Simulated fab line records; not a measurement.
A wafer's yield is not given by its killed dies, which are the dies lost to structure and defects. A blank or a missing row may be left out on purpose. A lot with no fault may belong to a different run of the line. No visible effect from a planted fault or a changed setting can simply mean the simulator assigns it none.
Which tool is to blame? :: flow nandHarc :: Sampling: 14 lots, 42 wafers, 6 of 1302 route steps

== WHAT EACH GAUGE READ, for each wafer ==
NHARC_P_BONDPAD_INSPECT_23. Usual: rawDefectCount 358, standard deviation 120.
lot: L551
measured: day 6 20:57
on: defectInspect-01
rawDefectCount: 374 381 513
flag: 

lot: L552
measured: day 7 01:56
on: defectInspect-01
rawDefectCount: 504 402 423
flag: 

lot: L553
measured: day 7 10:50
on: defectInspect-01
rawDefectCount: 279 306 393
flag: 

lot: L554
measured: day 7 21:24
on: defectInspect-01
rawDefectCount: 659 418 573
flag: 

lot: L556
measured: day 8 18:48
on: defectInspect-02
rawDefectCount: 240 345 312
flag: 

lot: L563
measured: day 11 16:53
on: defectInspect-02
rawDefectCount: 279 306 403
flag: 

lot: L564
measured: day 12 03:01
on: defectInspect-02
rawDefectCount: 299 275 461
flag: 

lot: L566
measured: day 12 17:44
on: defectInspect-02
rawDefectCount: 367 325 339
flag: 

lot: L565
measured: day 12 19:10
on: defectInspect-02
rawDefectCount: 239 256 225
flag: 

lot: L567
measured: day 13 18:23
on: defectInspect-02
rawDefectCount: 225 308 219
flag: 

lot: L568
measured: day 13 20:51
on: defectInspect-01
rawDefectCount: 352 277 343
flag: 

lot: L569
measured: day 14 13:20
on: defectInspect-02
rawDefectCount: 403 483 223
flag: 

lot: L570
measured: day 14 22:29
on: defectInspect-02
rawDefectCount: 532 375 289
flag: 

lot: L571
measured: day 15 09:29
on: defectInspect-01
rawDefectCount: 449 398 472
flag: 

NHARC_A_START_INSPECT_01. Usual: rawDefectCount 3.3, standard deviation 2.
lot: L551
measured: day 6 21:25
on: defectInspect-02
rawDefectCount: 2 5 2
flag: 

lot: L552
measured: day 7 02:24
on: defectInspect-01
rawDefectCount: 5 5 8
flag: 

lot: L553
measured: day 7 11:18
on: defectInspect-01
rawDefectCount: 1 2 4
flag: 

lot: L554
measured: day 7 21:52
on: defectInspect-01
rawDefectCount: 2 5 6
flag: 

lot: L556
measured: day 8 19:16
on: defectInspect-01
rawDefectCount: 4 5 2
flag: 

lot: L563
measured: day 11 17:20
on: defectInspect-02
rawDefectCount: 5 0 3
flag: 

lot: L564
measured: day 12 03:28
on: defectInspect-01
rawDefectCount: 4 0 4
flag: 

lot: L566
measured: day 12 18:12
on: defectInspect-02
rawDefectCount: 5 1 5
flag: 

lot: L565
measured: day 12 19:37
on: defectInspect-02
rawDefectCount: 2 2 5
flag: 

lot: L567
measured: day 13 18:51
on: defectInspect-02
rawDefectCount: 5 8 4
flag: 

lot: L568
measured: day 13 21:19
on: defectInspect-02
rawDefectCount: 0 5 6
flag: 

lot: L569
measured: day 14 13:47
on: defectInspect-02
rawDefectCount: 1 1 1
flag: 

lot: L570
measured: day 14 22:58
on: defectInspect-01
rawDefectCount: 2 8 3
flag: 

lot: L571
measured: day 15 09:58
on: defectInspect-01
rawDefectCount: 4 1 1
flag: 

NHARC_A_ONON_D1_THK_MEAS_02: measures by ellipsometry. Usual: thkNm 999 nm, standard deviation 9.6.
lot: L551
measured: day 7 20:16
on: filmMetro-01
thkNm (nm): 997 999 998
flag: 

lot: L552
measured: day 8 03:30
on: filmMetro-02
thkNm (nm): 971 969 971
flag: 

lot: L553
measured: day 8 12:44
on: filmMetro-01
thkNm (nm): 614 613 614
flag: OFF

lot: L554
measured: day 8 23:16
on: filmMetro-01
thkNm (nm): 622 621 622
flag: OFF

lot: L556
measured: day 9 20:22
on: filmMetro-01
thkNm (nm): 614 614 614
flag: OFF

lot: L563
measured: day 12 15:04
on: filmMetro-01
thkNm (nm): 1000 1001 1001
flag: 

lot: L564
measured: day 13 02:52
on: filmMetro-01
thkNm (nm): 1002 1001 1002
flag: 

lot: L566
measured: day 13 17:01
on: filmMetro-02
thkNm (nm): 997 997 996
flag: 

lot: L565
measured: day 13 17:02
on: filmMetro-01
thkNm (nm): 1004 1003 1003
flag: 

lot: L567
measured: day 14 17:54
on: filmMetro-01
thkNm (nm): 983 984 982
flag: 

lot: L568
measured: day 14 17:55
on: filmMetro-02
thkNm (nm): 1010 1010 1010
flag: 

lot: L569
measured: day 15 12:43
on: filmMetro-01
thkNm (nm): 986 986 986
flag: 

lot: L570
measured: day 16 00:17
on: filmMetro-01
thkNm (nm): 991 990 988
flag: 

lot: L571
measured: day 16 07:53
on: filmMetro-01
thkNm (nm): 998 998 1000
flag: 

NHARC_END_SORT_01. Usual: killedAtArray 46, standard deviation 15; killedAtOther 0.8, standard deviation 1.1; killedAtPeriphery 4.0, standard deviation 2.9; killedDies 50, standard deviation 15; killedOpen 3.2, standard deviation 1.8; killedShort 2.3, standard deviation 1.6.
lot: L553
measured: day 25 09:29
on: prober-02
killedAtArray: 673 675 677
killedAtOther: 0 0 0
killedAtPeriphery: 4 2 0
killedDies: 677 677 677
killedOpen: 4 1 3
killedShort: 4 2 3
flag: OFF

lot: L554
measured: day 25 08:39
on: prober-01
killedAtArray: 668 666 668
killedAtOther: 2 1 0
killedAtPeriphery: 7 10 9
killedDies: 677 677 677
killedOpen: 4 5 3
killedShort: 2 5 3
flag: OFF

lot: L556
measured: day 26 02:25
on: prober-02
killedAtArray: 671 672 670
killedAtOther: 1 0 1
killedAtPeriphery: 5 5 6
killedDies: 677 677 677
killedOpen: 7 3 7
killedShort: 1 2 0
flag: OFF

== WHICH TOOL RAN EACH LOT (tool, then ch and the chambers of the sampled wafers, then the start) ==
lot: L551
NHARC_A_ONON_D1_DEP_00: pecvdOnon-01 ch 0, day 7 19:46
NHARC_A_CHANNEL_HOLE_D1_DEP_01: pecvd-04 ch 1,2, day 8 12:39

lot: L552
NHARC_A_ONON_D1_DEP_00: pecvdOnon-01 ch 0, day 8 02:59
NHARC_A_CHANNEL_HOLE_D1_DEP_01: pecvd-04 ch 0,1, day 8 18:58

lot: L553
NHARC_A_ONON_D1_DEP_00: pecvdOnon-01 ch 0, day 8 12:17
NHARC_A_CHANNEL_HOLE_D1_DEP_01: -

lot: L554
NHARC_A_ONON_D1_DEP_00: pecvdOnon-01 ch 0, day 8 22:46
NHARC_A_CHANNEL_HOLE_D1_DEP_01: -

lot: L556
NHARC_A_ONON_D1_DEP_00: pecvdOnon-01 ch 0, day 9 19:55
NHARC_A_CHANNEL_HOLE_D1_DEP_01: -

lot: L563
NHARC_A_ONON_D1_DEP_00: pecvdOnon-03 ch 0, day 12 14:34
NHARC_A_CHANNEL_HOLE_D1_DEP_01: pecvd-04 ch 0,1,2, day 13 07:10

lot: L564
NHARC_A_ONON_D1_DEP_00: pecvdOnon-02 ch 0, day 13 02:32
NHARC_A_CHANNEL_HOLE_D1_DEP_01: pecvd-01 ch 0,1,2, day 13 21:41

lot: L566
NHARC_A_ONON_D1_DEP_00: pecvdOnon-03 ch 0, day 13 16:38
NHARC_A_CHANNEL_HOLE_D1_DEP_01: pecvd-04 ch 0,1,2, day 14 10:54

lot: L565
NHARC_A_ONON_D1_DEP_00: pecvdOnon-01 ch 0, day 13 16:31
NHARC_A_CHANNEL_HOLE_D1_DEP_01: pecvd-02 ch 0,1, day 14 11:17

lot: L567
NHARC_A_ONON_D1_DEP_00: pecvdOnon-03 ch 0, day 14 17:23
NHARC_A_CHANNEL_HOLE_D1_DEP_01: pecvd-04 ch 1,2, day 15 09:47

lot: L568
NHARC_A_ONON_D1_DEP_00: pecvdOnon-01 ch 0, day 14 17:23
NHARC_A_CHANNEL_HOLE_D1_DEP_01: pecvd-02 ch 0,1,2, day 15 09:47

lot: L569
NHARC_A_ONON_D1_DEP_00: pecvdOnon-01 ch 0, day 15 12:12
NHARC_A_CHANNEL_HOLE_D1_DEP_01: pecvd-02 ch 0,1, day 16 06:29

lot: L570
NHARC_A_ONON_D1_DEP_00: pecvdOnon-03 ch 0, day 15 23:46
NHARC_A_CHANNEL_HOLE_D1_DEP_01: pecvd-02 ch 1,2, day 16 18:23

lot: L571
NHARC_A_ONON_D1_DEP_00: pecvdOnon-01 ch 0, day 16 07:22
NHARC_A_CHANNEL_HOLE_D1_DEP_01: pecvd-02 ch 0,1, day 17 01:07
- NHARC_A_ONON_D1_DEP_00: target thk 1000 nm.
- NHARC_A_CHANNEL_HOLE_D1_DEP_01: deposits SiON, target thk 140 nm.

== WHAT THE TOOLS THEMSELVES READ (means of the sampled wafers that have a number; where no wafer has one, the mark that the record gives instead) ==
NHARC_A_ONON_D1_DEP_00. Usual: n2oFlowSccm 2000 sccm, standard deviation 5.3.
lot: L551
tool: pecvdOnon-01
n2oFlowSccm (sccm): 2001
flag: 

lot: L552
tool: pecvdOnon-01
n2oFlowSccm (sccm): 1998
flag: 

lot: L553
tool: pecvdOnon-01
n2oFlowSccm (sccm): 2001
flag: 

lot: L554
tool: pecvdOnon-01
n2oFlowSccm (sccm): 2002
flag: 

lot: L556
tool: pecvdOnon-01
n2oFlowSccm (sccm): 2003
flag: 

lot: L563
tool: pecvdOnon-03
n2oFlowSccm (sccm): 2000
flag: 

lot: L564
tool: pecvdOnon-02
n2oFlowSccm (sccm): 2005
flag: 

lot: L566
tool: pecvdOnon-03
n2oFlowSccm (sccm): 2001
flag: 

lot: L565
tool: pecvdOnon-01
n2oFlowSccm (sccm): 2002
flag: 

lot: L567
tool: pecvdOnon-03
n2oFlowSccm (sccm): 2001
flag: 

lot: L568
tool: pecvdOnon-01
n2oFlowSccm (sccm): 1989
flag: 

lot: L569
tool: pecvdOnon-01
n2oFlowSccm (sccm): 1995
flag: 

lot: L570
tool: pecvdOnon-03
n2oFlowSccm (sccm): 1994
flag: 

lot: L571
tool: pecvdOnon-01
n2oFlowSccm (sccm): 1998
flag: 

NHARC_A_CHANNEL_HOLE_D1_DEP_01. Usual: heaterPowerW 733 W, standard deviation 110.
lot: L551
tool: pecvd-04
heaterPowerW (W): 666
flag: 

lot: L552
tool: pecvd-04
heaterPowerW (W): 718
flag: 

lot: L563
tool: pecvd-04
heaterPowerW (W): 667
flag: 

lot: L564
tool: pecvd-01
heaterPowerW (W): 675
flag: 

lot: L566
tool: pecvd-04
heaterPowerW (W): 713
flag: 

lot: L565
tool: pecvd-02
heaterPowerW (W): 898
flag: 

lot: L567
tool: pecvd-04
heaterPowerW (W): 697
flag: 

lot: L568
tool: pecvd-02
heaterPowerW (W): 797
flag: 

lot: L569
tool: pecvd-02
heaterPowerW (W): 918
flag: 

lot: L570
tool: pecvd-02
heaterPowerW (W): 730
flag: 

lot: L571
tool: pecvd-02
heaterPowerW (W): 943
flag: 

== THE ANSWER, worked out from the rows above alone ==
Rule: lot off if the mean of its wafers having a number is beyond 3 standard deviations from the usual mean. Also off: a lot with no number at a reading for which 4 or more lots have one. Where the step has rows for the other lots, those lots are counted as sound. After the gauges, taken in route order, come the tools' own readings; for these a lot's mean is taken, as printed above. The first step at which some lot is off is used, and at that step the reading that is off furthest; a lot without a number counts as furthest.
Off: L553, L554, L556 (NHARC_A_ONON_D1_THK_MEAS_02, thkNm).
A tool fits if, at a process step before that reading, it ran every lot that is off, and no sound lot after the first of them. Not tried: the gauges at NHARC_A_ONON_D1_THK_MEAS_02; whatever is off there is also off at NHARC_END_SORT_01, on other tools, and gauge error can't account for it. Not one of the candidates tried fits.

== WHAT WAS PUT IN BY THE SIMULATOR ==
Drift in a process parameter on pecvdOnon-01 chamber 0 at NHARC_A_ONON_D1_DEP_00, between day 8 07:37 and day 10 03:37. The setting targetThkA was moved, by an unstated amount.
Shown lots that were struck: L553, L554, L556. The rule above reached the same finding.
